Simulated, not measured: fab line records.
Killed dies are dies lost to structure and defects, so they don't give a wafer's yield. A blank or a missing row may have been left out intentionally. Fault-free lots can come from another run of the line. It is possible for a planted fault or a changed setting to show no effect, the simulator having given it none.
Chamber matching -- flow nand harc -- 4 sister chambers for NHARC_A_BONDPAD_CMP_29 on cmp-03
The step polishes SiCN, target thk 200 nm. 22 wafers are shown with their chamber, then 11 later ones without.

## WAFERS WITH THEIR CHAMBER
wafer,chamber,motor current A (A)
L074.1,0,10.2
L074.3,2,11.3
L074.6,1,11.6
L077.1,2,10.9
L077.4,1,11.9
L077.5,3,12.0
L079.2,1,12.1
L079.3,2,10.6
L079.5,0,10.6
L080.1,0,9.9
L080.2,2,11.8
L080.5,2,11.6
L081.1,0,10.1
L081.2,1,12.0
L081.5,1,11.9
L084.1,3,11.8
L084.4,1,12.4
L084.5,1,12.0
L087.2,0,9.9
L087.3,2,11.3
L087.4,1,12.2
L089.1,0,9.8

SIGNATURES (means of the wafers above)
reading,chamber 0,chamber 1,chamber 2,chamber 3,scatter within a chamber
motor current A,10.083,12.012,11.250,11.900,0.317
Rule: for a wafer and a chamber, the distance is found by dividing, reading by reading, the gap between the wafer's reading and the chamber's mean by the reading's scatter, squaring, summing and taking the root. The wafer belongs to the nearest chamber; if the next one is less than 2 further off, it can't be placed. The scatter: the root of (the sum of the squares of (reading less its chamber's mean) over the shown wafers, divided by (wafers less chambers)).

## WAFERS WITH NO CHAMBER GIVEN
wafer,motor current A (A)
L089.3,11.6
L089.4,12.1
L090.4,9.7
L090.5,11.8
L090.6,11.1
L094.2,9.8
L094.5,11.5
L094.6,11.8
L097.1,10.7
L097.2,9.8
L097.6,11.1

## THE CHAMBER EACH PASSED THROUGH
wafer,from the rows above,in truth
L089.3,can't be placed: 3 or 2 or 1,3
L089.4,can't be placed: 1 or 3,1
L090.4,0,0
L090.5,can't be placed: 3 or 1 or 2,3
L090.6,2,2
L094.2,0,0
L094.5,can't be placed: 2 or 3 or 1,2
L094.6,can't be placed: 3 or 1 or 2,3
L097.1,can't be placed: 2 or 0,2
L097.2,0,0
L097.6,2,2
5 of 11 placed correctly. These rows do not allow placing 6 (true chamber among the candidates in 6). 0 placed wrongly.
